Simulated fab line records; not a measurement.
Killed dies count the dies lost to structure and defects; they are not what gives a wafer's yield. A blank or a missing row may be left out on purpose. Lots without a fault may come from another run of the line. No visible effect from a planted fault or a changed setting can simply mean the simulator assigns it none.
A lot that was struck, set against a sound lot    flow nandHarc    14 steps out of a route of 1302
Sound: these wafers, L496.2, L496.4, L496.5. Struck: wafers L501.4, L501.5, L501.6. At the end, the cause is stated.
Each step with rows lists, per side, the tool, then ch with its chambers, then its first start. Under that, the readings that differ: sound wafers    struck wafers    difference of the means    sigmas: that difference in standard deviations of wafers without a fault.
alike: readings with means less than 2 such deviations apart, plus words and numbers identical on both sides. not compared: withheld readings, readings lacking a value on some wafer, bounds such as >300 that could conceal the same value, and numbers that have no deviation in the record and whose values overlap.
Wherever a step has rows on one side only, a row that says differs or no value, or a row with sigmas, the two part there. Numbers that have no deviation but don't overlap get no sigmas and don't part them. A reading that every wafer of one side lacks parts them only if that side has two wafers or more.

first, 2 steps without rows for these wafers: NHARC_A_CHANNEL_HOLE_D1_PRECLEAN_28 (cleans in SC1); NHARC_A_CHANNEL_HOLE_D1_SRD_29.
NHARC_A_CHANNEL_HOLE_D1_CD_MEAS_30:
  sound on cdSem-02, day 11 12:26; struck on cdSem-02, day 13 14:40
  alike: cdNm
NHARC_A_CHANNEL_HOLE_D1_XSEM_31:
  sound on xsem-02 ch 0, day 11 12:32; struck on xsem-01 ch 0, day 13 14:46
reading            sound           struck          difference  sigmas
tiltDeg (degrees)  0.05 0.05 0.05  0.20 0.20 0.21  +0.15       +3
  alike: botCdNm, bowNm
NHARC_A_CHANNEL_HOLE_D1_INSPECT_40:
  sound on defectInspect-02, day 11 12:38; struck on defectInspect-01, day 13 14:51
  alike: rawDefectCount
then, 2 steps without rows for these wafers: NHARC_A_CHANNEL_FILL_D1_PRECLEAN_00 (cleans in SC1); NHARC_A_CHANNEL_FILL_D1_SRD_01.
NHARC_A_CHANNEL_FILL_D1_ALD_02: deposits SiO2, target thk 6 nm, pulse time 10 s, ald cycles 60.
  sound on aldHk-04 ch 0,2,3, day 11 14:48; struck on aldHk-04 ch 0,2,3, day 13 15:23
reading                  sound              struck             difference  sigmas
precursorPulseHeightRel  1.031 0.997 1.024  0.960 0.954 1.002  -0.045      -2
  alike: heaterPowerW
NHARC_A_CHANNEL_FILL_D1_ALD_03: deposits SiNx, target thk 6 nm, pulse time 60 s, ald cycles 58.
  sound: aldSinBatch-02 ch 0; struck: aldSinBatch-02 ch 0
  alike: precursorPulseHeightRel
then, 1 step without rows for these wafers: NHARC_A_CHANNEL_FILL_D1_ALD_14 (deposits SiO2, target thk 2.5 nm, pulse time 10 s, ald cycles 25).
NHARC_A_CHANNEL_FILL_D1_ALD_15: deposits SiNx, target thk 2 nm, pulse time 60 s, ald cycles 19.
  sound: aldSinBatch-01 ch 0; struck: aldSinBatch-02 ch 0
  alike: precursorPulseHeightRel
NHARC_A_CHANNEL_FILL_D1_ALD_16: deposits SiO2, target thk 1.5 nm, pulse time 10 s, ald cycles 15.
  sound on aldHk-01 ch 0,1,2, day 12 02:55; struck on aldHk-04 ch 1,2, day 14 03:20
  alike: heaterPowerW, precursorPulseHeightRel
NHARC_A_CHANNEL_FILL_D1_ANNEAL_17: time 1800 s.
  sound on furnace-02 ch 0, day 12 06:55; struck on furnace-02, day 14 06:34
  no value came back on the struck wafers for spikeTcBottomC (C), spikeTcCentreC (C); on the sound wafers spikeTcBottomC (C) reads 866.5 868.2 867.5
then, 1 step without rows for these wafers: NHARC_A_CHANNEL_FILL_D1_CVD_18 (deposits poly-Si, target thk 3 nm).

== WHERE THEY PART ==
Earliest at NHARC_A_CHANNEL_HOLE_D1_XSEM_31; latest, in this record, at NHARC_A_CHANNEL_FILL_D1_ANNEAL_17.

WHY: what had been put in by the simulator
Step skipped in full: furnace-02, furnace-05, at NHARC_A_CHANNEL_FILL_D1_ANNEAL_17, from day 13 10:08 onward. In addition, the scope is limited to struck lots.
